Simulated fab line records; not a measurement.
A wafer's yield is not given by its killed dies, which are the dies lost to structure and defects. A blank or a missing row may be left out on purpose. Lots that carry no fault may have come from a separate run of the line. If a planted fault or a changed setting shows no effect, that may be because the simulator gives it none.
Which tool was responsible?    flow nand-harc    30 wafers from 10 lots sampled at 4 of the route's 1302 steps

WHAT THE GAUGES READ, wafer by wafer
NHARC_P_M0_CD_MEAS_09: the cd target is 90 nm.
lot   measured      on         cd-nm (nm)
L685  day 6 06:11   cd-sem-01  90.1 90.8 90.6
L690  day 8 04:22   cd-sem-01  90.6 89.7 89.8
L691  day 8 16:06   cd-sem-02  90.0 90.8 90.9
L692  day 8 18:19   cd-sem-03  90.6 90.7 90.2
L696  day 10 16:28  cd-sem-03  90.4 90.7 91.5
L697  day 10 22:19  cd-sem-01  100.4 99.2 99.3
L700  day 12 04:57  cd-sem-03  98.5 98.8 98.9
L703  day 13 21:07  cd-sem-01  90.5 90.1 89.9
L707  day 15 06:23  cd-sem-01  90.1 89.6 89.7
L708  day 15 18:39  cd-sem-03  89.0 89.9 88.8

WHAT TOOL EACH LOT RAN ON (gives the tool, then ch and the chambers of the sampled wafers, and finally the start)
lot   NHARC_P_CONTACT_ETCH_31                        NHARC_P_CONTACT_STRIP_28            NHARC_P_M0_PEB_07
L685  rie-diel-12 ch 0,2,3, day 6 03:08 or earlier   rie-diel-02 ch 0,1,3, day 6 03:08   litho-track-06 ch 0, day 6 06:06
L690  rie-diel-07 ch 1,3, day 8 01:20 or earlier     rie-diel-12 ch 0,1,2, day 8 01:20   litho-track-01 ch 0, day 8 04:17
L691  rie-diel-12 ch 1,2,3, day 8 13:02 or earlier   rie-diel-02 ch 1,2,3, day 8 13:02   litho-track-04 ch 0, day 8 16:01
L692  rie-diel-07 ch 0,1,2, day 8 15:18 or earlier   rie-diel-12 ch 0,2,3, day 8 15:18   litho-track-06 ch 0, day 8 18:14
L696  rie-diel-02 ch 0,1, day 10 13:17 or earlier    rie-diel-07 ch 0,3, day 10 13:17    litho-track-06 ch 0, day 10 16:23
L697  rie-diel-12 ch 0,2,3, day 10 19:11 or earlier  rie-diel-07 ch 0,1,3, day 10 19:11  litho-track-06 ch 0, day 10 22:14
L700  rie-diel-07 ch 0,1,3, day 12 01:53 or earlier  rie-diel-07 ch 0,1,3, day 12 01:53  litho-track-06 ch 0, day 12 04:52
L703  rie-diel-12 ch 0,2,3, day 13 18:04 or earlier  rie-diel-07 ch 0,1,3, day 13 18:04  litho-track-04 ch 0, day 13 21:02
L707  rie-diel-07 ch 0,1,3, day 15 03:29 or earlier  rie-diel-02 ch 1,2,3, day 15 03:29  litho-track-01 ch 0, day 15 06:18
L708  rie-diel-12 ch 1,2, day 15 15:28 or earlier    rie-diel-02 ch 0,3, day 15 15:28    litho-track-04 ch 0, day 15 18:34
- NHARC_P_CONTACT_ETCH_31: etches the open film in CH3F/O2, target depth 30 nm, time 85.7 s.
- NHARC_P_CONTACT_STRIP_28: strips in O2.
- NHARC_P_M0_PEB_07: peb time 65 s.

THE ANSWER, worked out from the rows above alone
Rule: the usual values come from the lots themselves. Put in order of their means at a reading, lots are off if they are a third of the lots or fewer, leave a main group of 4 or more, and stand apart from it by a gap of 3 or more times the standard deviation of the main group's means; of several such gaps the widest counts. A main group whose means are all the same, to the digits that the tables above print for the reading, isn't used. Also off: a lot with no number at a reading for which 4 or more lots have one. All remaining lots with rows at the step are treated as sound.
Off, at NHARC_P_M0_CD_MEAS_09 on cd-nm: L697, L700. Main group: mean 90.2 nm, sd 0.48.
If a tool, at a process step before that reading, ran all the lots that are off and no sound lot after the first of them, it fits. The gauges at NHARC_P_M0_CD_MEAS_09 are tried like those tools. With no start given for some of its lots, NHARC_P_CONTACT_ETCH_31 uses the hours and lot order of NHARC_P_CONTACT_STRIP_28. One fits: litho-track-06 at NHARC_P_M0_PEB_07. Its last sound lot is L696 (day 10 16:23), its first lot that is off L697 (day 10 22:14): a fault that began between those two fits.

WHAT THE SIMULATOR HAD PUT IN
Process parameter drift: litho-track-06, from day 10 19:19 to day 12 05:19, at NHARC_P_M0_PEB_07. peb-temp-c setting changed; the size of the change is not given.
Lots struck among those shown: L697, L700. The rule above reached the same finding.
